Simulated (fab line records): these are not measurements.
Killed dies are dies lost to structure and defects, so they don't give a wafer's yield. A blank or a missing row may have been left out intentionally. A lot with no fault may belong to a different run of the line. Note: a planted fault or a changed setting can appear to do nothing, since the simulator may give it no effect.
Comparing a struck lot with a sound one | flow n5 finfet | 14 out of 1938 route steps
Sound: these wafers, L105.1, L105.4, L105.5. Wafers struck: L103.1, L103.2, L103.4. Last of all comes the cause.
Per side, at each step with rows, come the tool, then ch with its chambers, and then its first start. Under that, the readings that differ: sound wafers | struck wafers | difference of the means | sigmas: that difference in standard deviations of wafers without a fault.
alike: words and numbers the same on both sides, and readings whose means are apart by under 2 such deviations; not compared: readings that were withheld, readings missing a value for some wafer, numbers with overlapping values and no deviation given by the record, and bounds like >300 which may hide the same value.
The two part at a step that has a row with sigmas, a row that says differs or no value, or rows on one side only. Numbers that have no deviation but don't overlap get no sigmas and don't part them. A reading missing from all wafers of one side parts the sides only when that side holds two or more wafers.

first, 1 step without rows for these wafers: N5_BEOL_M7_STRIP_68 (strips in N2/H2).
N5_BEOL_M7_STRIP_67: strips in CF4.
  sound on rie diel-06 ch 0,2,3, day 11 11:16; struck on rie diel-05 ch 0,2,3, day 11 18:44
  alike: drypump motor current A, oes product au, rf vpp V, showerhead plenum p Torr, throttle valve pct
  not compared: rf hours counter h
N5_BEOL_M7_HM_OPEN_17: chemistry Cl2/BCl3, target TiN, target depth 20 nm, overetch 6 nm.
  sound on rie metal-01 ch 0,1, day 11 11:19; struck on rie metal-01 ch 0,1, day 11 18:47
  alike: drypump motor current A, oes_ar_750_au, oes product au, rf fwd power W, throttle valve pct
  not compared: rf hours counter h
N5_BEOL_M7_STRIP_19: strips in O2.
  sound on rie diel-06 ch 0,1,3, day 11 11:25; struck on rie diel-05 ch 1,2,3, day 11 18:53
  alike: drypump motor current A, oes product au, rf vpp V, showerhead plenum p Torr, throttle valve pct
  not compared: rf hours counter h
N5_BEOL_M7_CD_MEAS_18: pitch 80 nm, target cd 40 nm.
  sound: cd sem-01 at day 11 11:29; struck: cd sem-03 at day 11 18:58
  alike: cd nm
then, 7 steps without rows for these wafers: N5_BEOL_M7_COAT_63 (time 60 s, resist thk 60 nm); N5_BEOL_M7_COAT_64 (time 60 s, resist thk 12 nm); N5_BEOL_M7_COAT_71 (time 60 s, resist thk 5 nm); N5_BEOL_M7_COAT_22 (resist thk 30 nm); N5_BEOL_M7_EBR_24; N5_BEOL_M7_SOFTBAKE_23 (time 60 s); N5_BEOL_M7_EXPOSE_25 (exposes mask V6, target cd 40 nm).
N5_BEOL_M7_PEB_26: peb time 60 s.
  struck on litho track-04, day 11 20:13; sound on litho track-01 ch 0, day 11 12:29
  no value came back on the struck wafers for chill plate temp C (C), exhaust pa (Pa); on the sound wafers chill plate temp C (C) reads 22.91 23.02 23.01
then, 1 step without rows for these wafers: N5_BEOL_M7_DEVELOP_27 (develop time 30 s).

## WHERE THEY PART
N5_BEOL_M7_PEB_26 only, going by this record.

WHY: the cause the simulator had injected
Beginning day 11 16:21, the whole step at N5_BEOL_M7_PEB_26 was skipped on litho track-04. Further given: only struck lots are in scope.
